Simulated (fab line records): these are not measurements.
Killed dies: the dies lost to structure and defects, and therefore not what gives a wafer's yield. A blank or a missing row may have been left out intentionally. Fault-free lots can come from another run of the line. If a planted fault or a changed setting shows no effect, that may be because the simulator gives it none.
Which tool was responsible? :: flow nand harc :: 18 wafers from 6 lots sampled at 4 of the route's 1159 steps

WHAT THE GAUGES READ, wafer by wafer
NHARC_P_GATE_CD_MEAS_33.
lot: L271
measured: day 5 00:49
on: cd sem-02
cd nm (nm): 120.7 121.4 117.9

lot: L274
measured: day 6 04:22
on: cd sem-02
cd nm (nm): 118.9 121.5 121.8

lot: L278
measured: day 6 21:40
on: cd sem-03
cd nm (nm): 120.1 121.6 119.2

lot: L284
measured: day 8 00:10
on: cd sem-03
cd nm (nm): - - -

lot: L288
measured: day 9 05:37
on: cd sem-01
cd nm (nm): 117.4 119.2 119.5

lot: L293
measured: day 10 05:19
on: cd sem-02
cd nm (nm): 117.1 117.8 119.6

WHAT TOOL EACH LOT RAN ON (gives the tool, then ch and the chambers of the sampled wafers, and finally the start)
lot: L271
NHARC_P_GATE_HM_DEP_102: acl dep-03 ch 0, day 4 22:43
NHARC_P_GATE_ETCH_114: rie diel-10 ch 0,1, day 5 00:29 or earlier
NHARC_P_GATE_ETCH_32: rie si-01 ch 1,2, day 5 00:29

lot: L274
NHARC_P_GATE_HM_DEP_102: acl dep-02 ch 0, day 6 02:17
NHARC_P_GATE_ETCH_114: rie diel-04 ch 0,1,3, day 6 04:02 or earlier
NHARC_P_GATE_ETCH_32: rie si-02 ch 0,3, day 6 04:02

lot: L278
NHARC_P_GATE_HM_DEP_102: acl dep-02 ch 0, day 6 19:22
NHARC_P_GATE_ETCH_114: rie diel-10 ch 0,1,3, day 6 21:19 or earlier
NHARC_P_GATE_ETCH_32: rie si-02 ch 0,1,3, day 6 21:19

lot: L284
NHARC_P_GATE_HM_DEP_102: acl dep-02, day 7 21:46
NHARC_P_GATE_ETCH_114: rie diel-04 ch 0,1,3, day 7 23:50 or earlier
NHARC_P_GATE_ETCH_32: rie si-06 ch 1,2,3, day 7 23:50

lot: L288
NHARC_P_GATE_HM_DEP_102: acl dep-03 ch 0, day 9 03:18
NHARC_P_GATE_ETCH_114: rie diel-04 ch 0,2,3, day 9 05:17 or earlier
NHARC_P_GATE_ETCH_32: rie si-02 ch 0,2,3, day 9 05:17

lot: L293
NHARC_P_GATE_HM_DEP_102: acl dep-02 ch 0, day 10 02:44
NHARC_P_GATE_ETCH_114: rie diel-04 ch 0,2,3, day 10 04:59 or earlier
NHARC_P_GATE_ETCH_32: rie si-02 ch 1,2,3, day 10 04:59
- NHARC_P_GATE_HM_DEP_102: deposits aC, target thk 120 nm.
- NHARC_P_GATE_ETCH_114: etches the open film in CF4/O2, target depth 30 nm, overetch 3 nm, time 16.5 s.
- NHARC_P_GATE_ETCH_32: etches the open film in HBr/Cl2, target depth 150 nm, time 100.1 s.

THE ANSWER, worked out from the rows above alone
Rule: usual is defined by the lots themselves. Put in order of their means at a reading, lots are off if they are a third of the lots or fewer, leave a main group of 4 or more, and stand apart from it by a gap of 3 or more times the standard deviation of the main group's means; of several such gaps the widest counts. Not used: any main group whose means are identical at the precision the tables above print for the reading. Also off: a lot with no number at a reading for which 4 or more lots have one. All remaining lots with rows at the step are treated as sound.
Off: L284, at NHARC_P_GATE_CD_MEAS_33 (cd nm). Without a number there: L284. Mean 119.6 nm and standard deviation 0.98 in the main group.
If a tool, at a process step before that reading, ran all the lots that are off and no sound lot after the first of them, it fits. Those tools and the gauges at NHARC_P_GATE_CD_MEAS_33 are tried in the same way. NHARC_P_GATE_ETCH_114: start missing for some lots; hours and lot order therefore follow NHARC_P_GATE_ETCH_32. This does not decide it: 2 tools fit, namely rie si-06 at NHARC_P_GATE_ETCH_32 and cd sem-03 at NHARC_P_GATE_CD_MEAS_33.

WHAT THE SIMULATOR HAD PUT IN
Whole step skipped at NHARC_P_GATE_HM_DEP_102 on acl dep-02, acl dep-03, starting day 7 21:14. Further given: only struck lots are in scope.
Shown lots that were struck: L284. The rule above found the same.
